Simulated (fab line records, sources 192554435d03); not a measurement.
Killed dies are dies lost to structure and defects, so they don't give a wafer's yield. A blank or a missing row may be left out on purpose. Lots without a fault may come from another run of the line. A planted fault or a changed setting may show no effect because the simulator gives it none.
A struck lot beside a sound one | flow n5_finfet | 36 steps out of a route of 1938
Sound: wafers L368.1, L368.5, L368.6. Struck: wafers L382.2, L382.5, L382.6. The cause comes at the end.
At each step with rows: each side's tool, then ch and its chambers, then its first start. Under that, the readings that differ: sound wafers | struck wafers | difference of the means | sigmas: that difference in standard deviations of wafers without a fault.
alike: readings whose means differ by less than 2 such deviations, and words and numbers that are the same on both sides. not compared: withheld readings, readings that some wafer has no value for, bounds like >300 that may hide the same value, and numbers for which the record gives no deviation and whose values overlap.
The two part at a step that has a row with sigmas, a row that says differs or no value, or rows on one side only. Numbers that don't overlap but have no deviation are shown without sigmas and don't part them. A reading that every wafer of one side lacks parts them only if that side has two wafers or more.

first, 9 steps without rows for these wafers: N5_BEOL_M4_ANNEAL_95 (time 240 s); N5_BEOL_M4_SPUTTER_96 (material Cu, target thk 4.5 nm, time 8.29 s); N5_BEOL_M4_ECD_50 (material Cu, target thk 300 nm); N5_BEOL_M4_ANNEAL_51 (time 90 s); N5_BEOL_M4_CMP_52 (polishes, stops on SiOC, t overpolish 6.8 s, target thk 40 nm); N5_BEOL_M4_PRE_CLEAN_60 (time 15 s); N5_BEOL_M4_CO_CAP_55 (material Co, precursor CCTBA/H2, target thk 2 nm, time 102.1 s); N5_BEOL_M4_PRE_CLEAN_56 (time 15 s); N5_BEOL_M4_DEP_57 (deposits SiCN from 3MS/NH3, target thk 8 nm, time 14 s).
N5_BEOL_M4_RC_MEAS_101:
  sound on prober-02 ch 0, day 9 07:56; struck on prober-02 ch 0, day 12 11:56
  reading   | sound          | struck         | difference | sigmas
  VT_P (mV) | -240 -245 -239 | -247 -250 -251 | -8         | -2
  alike: DIBL_N, DIBL_P, IOFF_N, IOFF_P, ION_N, ION_P, SS_N, SS_P, VT_N
then, 24 steps without rows for these wafers: N5_BEOL_M5_ILD_DEP_00 (deposits SiCOH lowk from DEMS/porogen, target thk 140.64 nm, time 25.9 s); N5_BEOL_M5_CURE_79 (cures SiCOH lowk, time 240 s); N5_BEOL_M5_PECVD_70 (deposits SiO2 from TEOS/O2, target thk 16 nm, time 18 s); N5_BEOL_M5_HM_DEP_02 (deposits TiN, target thk 20 nm); N5_BEOL_M5_COAT_59 (time 60 s, resist thk 60 nm); N5_BEOL_M5_COAT_60 (time 60 s, resist thk 12 nm); N5_BEOL_M5_COAT_71 (time 60 s, resist thk 5 nm); N5_BEOL_M5_COAT_05 (resist thk 30 nm); N5_BEOL_M5_EBR_07; N5_BEOL_M5_SOFTBAKE_06 (time 60 s); N5_BEOL_M5_EXPOSE_08 (exposes mask M5, target cd 28 nm); N5_BEOL_M5_PEB_09 (peb time 60 s); N5_BEOL_M5_DEVELOP_10 (develop time 30 s); N5_BEOL_M5_DESCUM_16 (chemistry O2, time 7 s); N5_BEOL_M5_ETCH_72 (etches underlayer in N2/H2, target depth 6.5 nm, time 5.2 s); N5_BEOL_M5_ETCH_61 (etches SiARC in CF4, target depth 15.6 nm, time 26 s); N5_BEOL_M5_ETCH_62 (etches SOC in N2/H2, target depth 75 nm, overetch 15 nm, time 112.5 s); N5_BEOL_M5_STRIP_63 (strips in N2/H2); N5_BEOL_M5_STRIP_73 (strips in N2/H2); N5_BEOL_M5_STRIP_64 (strips in CF4); N5_BEOL_M5_HM_OPEN_17 (chemistry Cl2/BCl3, target TiN, target depth 20 nm, overetch 6 nm); N5_BEOL_M5_STRIP_19 (strips in O2); N5_BEOL_M5_COAT_65 (time 60 s, resist thk 60 nm); N5_BEOL_M5_COAT_66 (time 60 s, resist thk 12 nm).
N5_BEOL_M7_ETCH_41: etches SiCN in CH3F/O2, target depth 31.9 nm, time 57.8 s.
  sound on rie_diel-05 ch 0,2, day 10 12:01; struck on rie_diel-05 ch 0,1,3, day 13 14:10
  no value came back on the struck wafers for any of 8 readings (CH3F_flow_sccm (sccm), O2_flow_sccm (sccm) and others); on the sound wafers CH3F_flow_sccm (sccm) reads 29.92 30.06 29.98
  not compared: rf_hours_counter_h
-- the record jumps here: 3 days lie between the struck wafers' starts before and after (it left off in module BEOL_M7 and takes up again in module PASSIVATION, whose first step shown is number 1936 of the route) --
N5_PASSIVATION_PROBE_49:
  the record has rows for the struck wafers here (prober-02, day 16 22:04) and none for the sound ones

WHERE THEY PART
First at N5_BEOL_M4_RC_MEAS_101; last, within this record, at N5_PASSIVATION_PROBE_49.

WHY: what the simulator had put in
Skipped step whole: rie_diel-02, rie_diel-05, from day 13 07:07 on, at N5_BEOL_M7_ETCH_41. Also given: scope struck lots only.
